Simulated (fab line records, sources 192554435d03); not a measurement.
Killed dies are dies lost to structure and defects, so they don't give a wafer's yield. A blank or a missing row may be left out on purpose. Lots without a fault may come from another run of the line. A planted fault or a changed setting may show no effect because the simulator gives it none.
Chamber matching | flow n5_finfet | N5_GATE_CUT_SAC_CAP_01 on ald_sin-01: 4 sister chambers
The step material SiNx, target thk 24 nm, pulse time 1 s, ald cycles 480. 20 wafers are shown with their chamber, then 10 later ones without.

WAFERS WITH THEIR CHAMBER
wafer  | chamber | heater_power_w (W) | precursor_pulse_height_rel
L074.1 | 0       | 770                | 1.006
L074.2 | 3       | 844                | 1.001
L074.3 | 1       | 902                | 0.967
L074.4 | 2       | 737                | 1.037
L074.5 | 0       | 754                | 1.016
L074.6 | 3       | 851                | 1.015
L076.1 | 2       | 723                | 0.995
L076.2 | 0       | 784                | 1.015
L076.4 | 3       | 852                | 0.982
L077.2 | 0       | 747                | 1.003
L077.5 | 1       | 903                | 1.007
L077.6 | 0       | 757                | 1.007
L082.1 | 1       | 909                | 1.009
L082.2 | 3       | 822                | 0.992
L082.3 | 0       | 790                | 0.997
L082.4 | 2       | 751                | 0.999
L082.5 | 1       | 888                | 1.033
L082.6 | 2       | 737                | 0.962
L085.2 | 1       | 893                | 1.001
L085.3 | 0       | 773                | 0.973

SIGNATURES (means of the wafers above)
reading                    | chamber 0 | chamber 1 | chamber 2 | chamber 3 | scatter within a chamber
heater_power_w             | 767.86    | 899.00    | 737.00    | 842.25    | 13.2
precursor_pulse_height_rel | 1.00243   | 1.00340   | 0.99825   | 0.99750   | 0.0208
Rule: a wafer's distance from a chamber is the root of the sum, over the readings, of the square of ((its reading less the chamber's mean) divided by the reading's scatter). The wafer belongs to the nearest chamber; if the next one is less than 2 further off, it can't be placed. The scatter: the root of (the sum of the squares of (reading less its chamber's mean) over the shown wafers, divided by (wafers less chambers)).

WAFERS WITHOUT THEIR CHAMBER
wafer  | heater_power_w (W) | precursor_pulse_height_rel
L085.4 | 747                | 1.006
L092.1 | 916                | 1.000
L092.2 | 739                | 0.973
L092.6 | 835                | 1.013
L094.1 | 731                | 0.996
L094.2 | 797                | 1.022
L094.3 | 867                | 1.023
L096.2 | 749                | 0.995
L096.3 | 845                | 0.981
L096.6 | 927                | 0.998

WHICH CHAMBER EACH WENT THROUGH
wafer  | from the rows above     | in truth
L085.4 | can't be placed: 2 or 0 | 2
L092.1 | 1                       | 1
L092.2 | can't be placed: 2 or 0 | 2
L092.6 | 3                       | 3
L094.1 | 2                       | 2
L094.2 | can't be placed: 0 or 3 | 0
L094.3 | can't be placed: 3 or 1 | 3
L096.2 | can't be placed: 2 or 0 | 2
L096.3 | 3                       | 3
L096.6 | 1                       | 1
Placed correctly: 5 of 10. Can't be placed from these rows: 5 (the true chamber is among the candidates in 5). Placed wrongly: 0.
